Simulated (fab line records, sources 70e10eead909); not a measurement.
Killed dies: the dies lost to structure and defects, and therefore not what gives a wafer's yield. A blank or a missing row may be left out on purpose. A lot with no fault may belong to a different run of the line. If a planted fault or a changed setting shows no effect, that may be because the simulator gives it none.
Matching of chambers :: flow nandHarc :: NHARC_P_ZERO_WELL_DESCUM_26 on rieDiel-07: 4 sister chambers
The step chemistry O2, time 3 s. 4 wafers are shown with their chamber, then 8 later ones without.

## EACH WAFER AND ITS CHAMBER
wafer: L086.5
chamber: 2
drypumpMotorCurrentA (A): 5.5

wafer: L086.6
chamber: 1
drypumpMotorCurrentA (A): 5.2

wafer: L087.6
chamber: 3
drypumpMotorCurrentA (A): 5.2

wafer: L088.3
chamber: 0
drypumpMotorCurrentA (A): 6.0

## WAFERS WITH NO CHAMBER GIVEN
wafer: L088.4
drypumpMotorCurrentA (A): 5.5

wafer: L088.5
drypumpMotorCurrentA (A): 5.2

wafer: L091.1
drypumpMotorCurrentA (A): 5.2

wafer: L091.3
drypumpMotorCurrentA (A): 5.9

wafer: L091.6
drypumpMotorCurrentA (A): 5.9

wafer: L096.3
drypumpMotorCurrentA (A): 5.2

wafer: L096.4
drypumpMotorCurrentA (A): 5.5

wafer: L096.6
drypumpMotorCurrentA (A): 6.0

## THE CHAMBER EACH PASSED THROUGH
wafer: L088.4
from the rows above: 2
in truth: 2

wafer: L088.5
from the rows above: can't be placed: 1 or 3
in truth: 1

wafer: L091.1
from the rows above: can't be placed: 1 or 3
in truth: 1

wafer: L091.3
from the rows above: 0
in truth: 0

wafer: L091.6
from the rows above: 0
in truth: 0

wafer: L096.3
from the rows above: can't be placed: 1 or 3
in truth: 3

wafer: L096.4
from the rows above: 2
in truth: 2

wafer: L096.6
from the rows above: 0
in truth: 0
Correct placement for 5 of the 8. Cannot be placed on the basis of these rows: 3; the candidates contain the true chamber in 3. Placed wrongly: 0.
How it was worked out, from the rows above alone: a wafer's distance from a chamber is the root of the sum, over the readings, of the square of ((its reading less the chamber's mean) divided by the reading's scatter). The wafer belongs to the nearest chamber; if the next one is less than 2 further off, it can't be placed. A chamber's mean is the mean of its shown wafers. The scatter: root of mean squared gap, hidden wafer to nearest shown wafer, with one shown wafer a chamber.
